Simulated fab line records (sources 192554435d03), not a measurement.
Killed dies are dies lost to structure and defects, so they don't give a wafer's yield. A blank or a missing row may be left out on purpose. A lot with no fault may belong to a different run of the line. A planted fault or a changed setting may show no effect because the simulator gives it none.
Which tool is to blame? / flow n5Finfet / 36 wafers sampled from 12 lots at 1 step of a route of 1938

## WHAT THE GAUGES SHOWED, per wafer
N5_BEOL_M2_INSPECT_13: inspects for defects (brightfield).
lot=L074; measured=day 7 09:35; on=defectInspect-02; rawDefectCount=463 382 448
lot=L077; measured=day 7 15:16; on=defectInspect-01; rawDefectCount=408 512 388
lot=L079; measured=day 7 21:40; on=defectInspect-02; rawDefectCount=500 392 438
lot=L081; measured=day 8 15:05; on=defectInspect-01; rawDefectCount=279 355 330
lot=L083; measured=day 9 04:22; on=defectInspect-02; rawDefectCount=400 333 414
lot=L085; measured=day 9 20:32; on=defectInspect-01; rawDefectCount=561 599 655
lot=L086; measured=day 9 22:16; on=defectInspect-01; rawDefectCount=391 400 438
lot=L089; measured=day 10 07:26; on=defectInspect-02; rawDefectCount=348 516 545
lot=L092; measured=day 10 22:15; on=defectInspect-02; rawDefectCount=480 529 559
lot=L093; measured=day 11 04:58; on=defectInspect-01; rawDefectCount=420 531 344
lot=L095; measured=day 11 18:43; on=defectInspect-01; rawDefectCount=430 572 432
lot=L097; measured=day 12 12:35; on=defectInspect-02; rawDefectCount=572 591 555

## WHICH TOOL RAN EACH LOT (tool, then ch and the chambers of the sampled wafers, then the start)
The record holds no process step before these readings.

## THE ANSWER, worked out from the rows above alone
Rule: usual is defined by the lots themselves. The widest of any qualifying gaps counts: lots, ordered by their means at a reading, are off when they make up no more than a third of the lots, leave a main group of 4 or more, and stand apart from it by 3 or more times the standard deviation of that group's means. A main group whose means are all the same, to the digits that the tables above print for the reading, isn't used. Also off: a lot with no number at a reading for which 4 or more lots have one. Any other lot the step has rows for is counted as sound.
No lot is off at any reading shown: from this, nothing can be told.

## WHAT THE SIMULATOR PUT IN
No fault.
